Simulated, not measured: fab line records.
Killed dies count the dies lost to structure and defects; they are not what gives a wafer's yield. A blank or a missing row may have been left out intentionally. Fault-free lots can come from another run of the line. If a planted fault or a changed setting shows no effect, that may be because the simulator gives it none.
fab line records ; flow nandHarc ; part 2 of 2: steps 27 to 32 of 32
record: lots: 5; wafers: 15; lastDay: 31
route steps=1302 shown A_ONON_D1@436 A_CHANNEL_HOLE_D1@450
lots that met no fault: from a run of the same line without faults
startH: start of the lot's first displayed wafer, in hours after the record's first day ; waitH: hours from the lot's prior step to this one ; " repeats the value in the row above ; L1.1+2: a single row standing in for several wafers ; - value missing, or start not given ; * or withheld: withheld ; < > ~ a bound
route shown NAME@n: names a module that has steps shown in the file, with the first one's number in the route ; usual: mean/standard deviation taken from wafers without a fault ; same: alike in all rows ; chamber/n: place in a boat ; sites: each site's reading ; _std_site: how widely they spread, as a standard deviation ; _edge_site: inner sites' mean taken away from outer sites' mean ; radiusMm: how far each site lies from the wafer's centre ; mask NAME#n: copy n ; behind: the tool/chamber that last shaped the wafer ; hold: the reason the lot was held/the length of the hold in hours/how it ended ; device: transistor that didn't switch, given as n, p or np ; end of line: at the end of the route, the tests of the same wafers ; where a step has no rows: the recipe by itself ; killed: the dies lost at the first sort to structure and to defects; this is not the yield of the wafer ; map: shows each die of a wafer: x if killed, . if not, _ if none is there
set.NAME: the setting the step ran with; set.NAME@STEP: the setting that earlier step ran with ; model.NAME: the simulator's own value behind a step, which no gauge read
certain route steps with their lots: each step a table, each wafer a row
services: when a tool's chamber went out of use (startH, in hours from the record's first day, below 0 if earlier), for how many hours, and the reason
== steps ==
step: NHARC_A_CHANNEL_HOLE_D1_OVL_MEAS_11
usual: overlayXNm: 0.2/1; overlayYNm: 0.0/0.85
lot.wafer;tool;chamber;startH;waitH;overlayXNm;overlayYNm
L074.3;overlay-01;-;174.30;-;0.9;0.6
L074.4;overlay-01;-;174.30;-;0.9;0.4
L074.5;overlay-01;-;174.30;-;0.8;0.3
L075.1;overlay-01;-;194.77;-;0.8;-0.5
L075.2;overlay-01;-;194.77;-;0.3;-0.2
L075.5;overlay-01;-;194.77;-;0.4;-0.1
L077.1;overlay-02;-;211.36;-;0.5;0.5
L077.5;overlay-02;-;211.36;-;-0.1;0.9
L077.6;overlay-02;-;211.36;-;0.9;0.5
L087.2;overlay-02;-;304.60;-;0.2;-0.4
L087.3;overlay-02;-;304.60;-;0.5;-0.3
L087.4;overlay-02;-;304.60;-;0.1;-0.5
L091.2;overlay-01;-;352.32;-;1.4;-0.5
L091.3;overlay-01;-;352.32;-;1.5;-0.2
L091.5;overlay-01;-;352.32;-;1.2;0.3
step: NHARC_A_CHANNEL_HOLE_D1_INSPECT_12
usual: rawDefectCount: 6/3.1
lot.wafer;tool;chamber;startH;waitH;rawDefectCount
L074.3;defectInspect-02;-;174.34;0.0;3
L074.4;defectInspect-02;-;174.34;0.0;4
L074.5;defectInspect-02;-;174.34;0.0;5
L075.1;defectInspect-01;-;194.81;0.0;1
L075.2;defectInspect-01;-;194.81;0.0;16
L075.5;defectInspect-01;-;194.81;0.0;6
L077.1;defectInspect-01;-;211.40;0.0;2
L077.5;defectInspect-01;-;211.40;0.0;9
L077.6;defectInspect-01;-;211.40;0.0;8
L087.2;defectInspect-02;-;304.64;0.0;6
L087.3;defectInspect-02;-;304.64;0.0;7
L087.4;defectInspect-02;-;304.64;0.0;3
L091.2;defectInspect-02;-;352.35;0.0;1
L091.3;defectInspect-02;-;352.35;0.0;10
L091.5;defectInspect-02;-;352.35;0.0;4
step: NHARC_A_CHANNEL_HOLE_D1_DESCUM_15
recipe: timeS: 3; o2FlowSccm: 200; arFlowSccm: 0; biasPowerW: 0; chemistry: O2
usual: drypumpMotorCurrentA: 5.5/0.38; o2FlowSccm: 200.0/0.63; oesProductAu: 0.997/0.0087; rfVppV: 57.7/0.83; showerheadPlenumPTorr: 1.88/0.09; throttleValvePct: 11.312/0.009
lot.wafer;tool;chamber;startH;waitH;drypumpMotorCurrentA;o2FlowSccm;oesProductAu;rfHoursCounterH;rfVppV;showerheadPlenumPTorr;throttleValvePct
L074.4;rieDiel-09;2;174.55;0.2;5.8;199.4;0.992;8;58.2;1.98;11.299
L074.3;rieDiel-09;1;174.55;0.2;5.4;199.6;1.003;9;57.9;2.00;11.314
L074.5;rieDiel-09;3;174.55;0.2;5.3;198.8;1.009;-;57.0;1.80;11.322
L075.2;rieDiel-09;2;194.88;0.1;5.8;200.6;0.985;14;58.3;1.98;11.303
L075.1;rieDiel-09;3;194.88;0.1;5.3;200.8;0.996;12;57.1;1.80;11.316
L075.5;rieDiel-09;3;194.88;0.1;5.3;201.2;0.998;-;57.2;1.80;11.313
L077.1;rieDiel-08;3;211.46;0.1;6.0;199.6;0.996;1;58.2;1.97;11.312
L077.6;rieDiel-08;3;211.46;0.1;6.0;200.5;0.999;-;57.9;1.97;11.313
L077.5;rieDiel-08;0;211.46;0.1;5.2;201.3;1.006;-;56.9;1.99;11.324
L087.2;rieDiel-05;1;304.71;0.1;5.8;199.0;0.998;29;58.4;1.81;11.298
L087.3;rieDiel-05;2;304.71;0.1;6.0;199.9;0.995;26;58.0;1.97;11.297
L087.4;rieDiel-05;3;304.71;0.1;6.0;199.1;0.990;21;58.4;1.95;11.317
L091.2;rieDiel-08;0;352.41;0.1;5.2;199.2;1.003;14;57.0;1.98;11.318
L091.3;rieDiel-08;2;352.41;0.1;5.6;199.9;1.006;13;57.1;1.78;11.293
L091.5;rieDiel-08;1;352.41;0.1;4.9;198.8;0.988;-;57.1;1.81;11.320
step: NHARC_A_CHANNEL_HOLE_D1_ETCH_38
recipe: targetDepthA: 390; overEtchFrac: 0.3; timeS: 65; ionEnergyEv: 80; cf4FlowSccm: 150; arFlowSccm: 0; rfW: 300; biasW: 100; chemistry: CF4
usual: drypumpMotorCurrentA: 5.5/0.38; oesProductAu: 0.997/0.0094; rfVppV: 151.1/1.2; showerheadPlenumPTorr: 1.74/0.077; throttleValvePct: 13.284/0.0093
lot.wafer;tool;chamber;startH;waitH;drypumpMotorCurrentA;oesProductAu;rfHoursCounterH;rfVppV;showerheadPlenumPTorr;throttleValvePct
L074.3;rieDiel-09;2;174.65;0.1;5.8;0.982;8;152.1;1.83;13.280
L074.4;rieDiel-09;0;174.65;0.1;5.3;1.003;7;150.4;1.66;13.294
L074.5;rieDiel-09;3;174.65;0.1;5.3;1.000;-;149.6;1.67;13.281
L075.2;rieDiel-09;2;194.97;0.1;5.8;0.992;14;151.8;1.83;13.272
L075.1;rieDiel-09;3;194.97;0.1;5.4;1.002;12;149.7;1.67;13.268
L075.5;rieDiel-09;3;194.97;0.1;5.4;1.008;-;150.4;1.67;13.295
L077.1;rieDiel-08;2;211.54;0.1;5.6;1.016;0;149.5;1.66;13.296
L077.5;rieDiel-08;2;211.54;0.1;5.5;1.013;-;149.7;1.66;13.290
L077.6;rieDiel-08;3;211.54;0.1;6.0;1.000;-;152.4;1.82;13.274
L087.2;rieDiel-05;0;304.78;0.1;5.6;0.987;24;150.7;1.69;13.286
L087.3;rieDiel-05;2;304.78;0.1;6.1;0.984;26;152.8;1.81;13.280
L087.4;rieDiel-05;3;304.78;0.1;6.0;0.989;21;152.5;1.80;13.297
L091.2;rieDiel-08;1;352.50;0.1;4.9;0.990;13;150.0;1.68;13.285
L091.3;rieDiel-08;3;352.50;0.1;6.0;0.995;14;152.3;1.81;13.280
L091.5;rieDiel-08;1;352.50;0.1;4.9;1.002;-;150.3;1.68;13.285
step: NHARC_A_CHANNEL_HOLE_D1_ETCH_39
recipe: targetDepthA: 2600; overEtchFrac: 0.3; timeS: 325; ionEnergyEv: 200; n2FlowSccm: 150; h2FlowSccm: 150; arFlowSccm: 0; rfW: 400; biasW: 150; chemistry: N2/H2
usual: drypumpMotorCurrentA: 5.5/0.39; oesProductAu: 0.997/0.0097; rfVppV: 429.5/2.9; showerheadPlenumPTorr: 2.00/0.1; throttleValvePct: 14.171/0.0092
lot.wafer;tool;chamber;startH;waitH;drypumpMotorCurrentA;oesProductAu;rfHoursCounterH;rfVppV;showerheadPlenumPTorr;throttleValvePct
L074.3;rieDiel-09;0;-;-;5.3;0.998;8;429.2;1.90;14.157
L074.4;rieDiel-09;1;-;-;5.4;0.995;9;433.4;2.13;14.173
L074.5;rieDiel-09;0;-;-;5.3;0.998;-;427.4;1.90;14.167
L075.2;rieDiel-09;3;-;-;5.3;1.001;12;426.6;1.92;14.152
L075.1;rieDiel-09;0;-;-;5.3;0.997;15;426.7;1.90;14.190
L075.5;rieDiel-09;2;-;-;5.9;0.983;-;431.7;2.11;14.187
L077.1;rieDiel-08;2;-;-;5.5;1.018;1;425.6;1.90;14.169
L077.6;rieDiel-08;2;-;-;5.6;1.015;-;427.4;1.90;14.175
L077.5;rieDiel-08;3;-;-;6.0;0.993;-;433.0;2.10;14.163
L087.2;rieDiel-05;0;-;-;5.6;0.994;24;427.6;1.94;14.163
L087.3;rieDiel-05;1;-;-;5.8;1.008;29;427.4;1.92;14.160
L087.4;rieDiel-05;2;-;-;6.1;0.988;26;432.0;2.10;14.184
L091.2;rieDiel-08;3;-;-;6.1;0.985;14;434.3;2.10;14.169
L091.3;rieDiel-08;2;-;-;5.5;1.001;13;424.8;1.89;14.164
L091.5;rieDiel-08;0;-;-;5.2;0.997;-;433.3;2.11;14.181
step: NHARC_A_CHANNEL_HOLE_D1_ETCH_34
recipe: targetDepthA: 1540; timeS: 77; cf4FlowSccm: 100; chf3FlowSccm: 30; arFlowSccm: 0; rfW: 500; biasW: 200; chemistry: CF4/CHF3
usual: drypumpMotorCurrentA: 5.4/0.39; oesProductAu: 0.951/0.023; rfVppV: 369.8/2.5; showerheadPlenumPTorr: 1.55/0.07; throttleValvePct: 16.804/0.0091
lot.wafer;tool;chamber;startH;waitH;drypumpMotorCurrentA;oesProductAu;rfHoursCounterH;rfVppV;showerheadPlenumPTorr;throttleValvePct
L074.3;rieDiel-09;1;-;-;5.4;0.960;10;372.4;1.64;16.813
L074.4;rieDiel-09;2;-;-;5.8;0.922;9;373.5;1.63;16.791
L074.5;rieDiel-09;3;-;-;5.3;0.949;-;367.5;1.49;16.787
L075.2;rieDiel-09;2;-;-;5.9;0.948;14;371.4;1.62;16.789
L075.1;rieDiel-09;3;-;-;5.3;0.962;13;367.5;1.49;16.797
L075.5;rieDiel-09;0;-;-;5.3;0.965;-;366.0;1.47;16.810
L077.1;rieDiel-08;0;-;-;5.1;0.971;1;372.1;1.63;16.808
L077.6;rieDiel-08;3;-;-;6.0;0.961;-;372.9;1.62;16.816
L077.5;rieDiel-08;0;-;-;5.1;0.971;-;371.9;1.63;16.798
L087.2;rieDiel-05;0;-;-;5.6;0.921;24;368.3;1.50;16.817
L087.4;rieDiel-05;1;-;-;5.8;0.929;29;366.9;1.49;16.800
L087.3;rieDiel-05;3;-;-;6.0;0.922;22;372.3;1.60;16.813
L091.3;rieDiel-08;1;-;-;4.9;0.946;13;367.4;1.49;16.811
L091.2;rieDiel-08;0;-;-;5.2;0.962;14;371.5;1.63;16.807
L091.5;rieDiel-08;2;-;-;5.5;0.987;-;366.2;1.47;16.807
== services ==
tool;chamber;startH;hours;kind
lithoTrack-01;-;155.00;7.0;pm
rieDiel-08;2;170.87;9.6;repair
rieDiel-05;2;172.77;9.9;repair
lithoTrack-06;-;179.00;7.0;pm
pecvd-03;-;185.00;13.0;pm
aclDep-03;-;185.13;0.9;repair
rieDiel-09;1;187.75;7.5;repair
rieDiel-08;-;190.86;9.0;pm
rieDiel-05;-;191.97;0.2;repair
rieDiel-09;-;194.53;0.2;repair
lithoTrack-04;-;203.00;7.0;pm
rieDiel-05;1;223.32;14.4;repair
pecvdOnon-03;-;227.48;13.0;pm
rieDiel-05;-;229.60;9.0;pm
rieDiel-09;2;247.08;1.7;repair
pecvd-01;-;249.15;0.8;repair
pecvdOnon-01;-;269.16;13.0;pm
aclDep-03;-;301.91;13.0;pm
pecvd-03;-;306.01;1.7;repair
pecvdOnon-04;-;311.00;13.0;pm
rieDiel-05;1;315.26;11.2;repair
rieDiel-09;-;320.62;9.0;pm
lithoTrack-01;-;330.00;7.0;pm
rieDiel-05;3;350.47;4.6;repair
